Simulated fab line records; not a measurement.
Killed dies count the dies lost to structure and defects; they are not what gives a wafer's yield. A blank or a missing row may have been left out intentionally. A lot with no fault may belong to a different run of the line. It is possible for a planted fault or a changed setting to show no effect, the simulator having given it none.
Chamber matching + flow n5-finfet + rie-diel-05 running N5_BEOL_M13_ETCH_68: 4 sister chambers
The step etches SOC in N2/H2, time 355 s. 14 wafers are shown with their chamber, then 7 later ones without.

## WAFERS WITH THEIR CHAMBER
| wafer  | chamber | throttle-valve-pct (%) | showerhead-plenum-p-Torr (Torr) | drypump-motor-current-A (A) |
|--------|---------|------------------------|---------------------------------|-----------------------------|
| L075.2 | 2       | 17.59                  | 2.34                            | 6.0                         |
| L075.5 | 3       | 18.13                  | 2.64                            | 6.0                         |
| L075.6 | 1       | 18.34                  | 2.40                            | 5.5                         |
| L079.2 | 2       | 17.59                  | 2.34                            | 6.0                         |
| L079.4 | 3       | 18.15                  | 2.64                            | 5.9                         |
| L079.6 | 3       | 18.16                  | 2.64                            | 6.0                         |
| L083.1 | 1       | 18.35                  | 2.40                            | 5.5                         |
| L083.4 | 2       | 17.58                  | 2.34                            | 6.0                         |
| L083.5 | 0       | 17.32                  | 2.46                            | 5.5                         |
| L086.3 | 0       | 17.35                  | 2.45                            | 5.5                         |
| L086.4 | 0       | 17.35                  | 2.45                            | 5.5                         |
| L086.6 | 2       | 17.60                  | 2.33                            | 6.0                         |
| L090.2 | 0       | 17.35                  | 2.45                            | 5.5                         |
| L090.3 | 3       | 18.18                  | 2.63                            | 5.9                         |

SIGNATURES, as means of the wafers listed above
| reading                  | chamber 0 | chamber 1 | chamber 2 | chamber 3 | scatter within a chamber |
|--------------------------|-----------|-----------|-----------|-----------|--------------------------|
| throttle-valve-pct       | 17.3425   | 18.3450   | 17.5900   | 18.1550   | 0.0149                   |
| showerhead-plenum-p-Torr | 2.4525    | 2.4000    | 2.3375    | 2.6375    | 0.00474                  |
| drypump-motor-current-A  | 5.500     | 5.500     | 6.000     | 5.950     | 0.0316                   |
Rule: distance of a wafer from a chamber = root of the sum over the readings of ((wafer's reading minus chamber's mean) / reading's scatter) squared. If the next closest chamber is less than 2 further off than the closest, the wafer can't be placed; otherwise it belongs to the closest. The scatter: the root of (the sum of the squares of (reading less its chamber's mean) over the shown wafers, divided by (wafers less chambers)).

## WAFERS WITH NO CHAMBER GIVEN
| wafer  | throttle-valve-pct (%) | showerhead-plenum-p-Torr (Torr) | drypump-motor-current-A (A) |
|--------|------------------------|---------------------------------|-----------------------------|
| L090.6 | 17.37                  | 2.45                            | 5.5                         |
| L095.1 | 18.20                  | 2.62                            | 5.9                         |
| L095.3 | 17.83                  | 2.71                            | 5.5                         |
| L095.6 | 17.63                  | 2.33                            | 6.0                         |
| L096.2 | 17.85                  | 2.71                            | 5.5                         |
| L096.3 | 17.64                  | 2.33                            | 6.0                         |
| L096.5 | 17.64                  | 2.33                            | 6.0                         |

## WHICH CHAMBER EACH WENT THROUGH
| wafer  | from the rows above | in truth                   |
|--------|---------------------|----------------------------|
| L090.6 | 0                   | 0                          |
| L095.1 | 3                   | 3                          |
| L095.3 | 3                   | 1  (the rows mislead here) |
| L095.6 | 2                   | 2                          |
| L096.2 | 3                   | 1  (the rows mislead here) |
| L096.3 | 2                   | 2                          |
| L096.5 | 2                   | 2                          |
5 of 7 placed correctly. Can't be placed from these rows: 0. 2 placed wrongly.
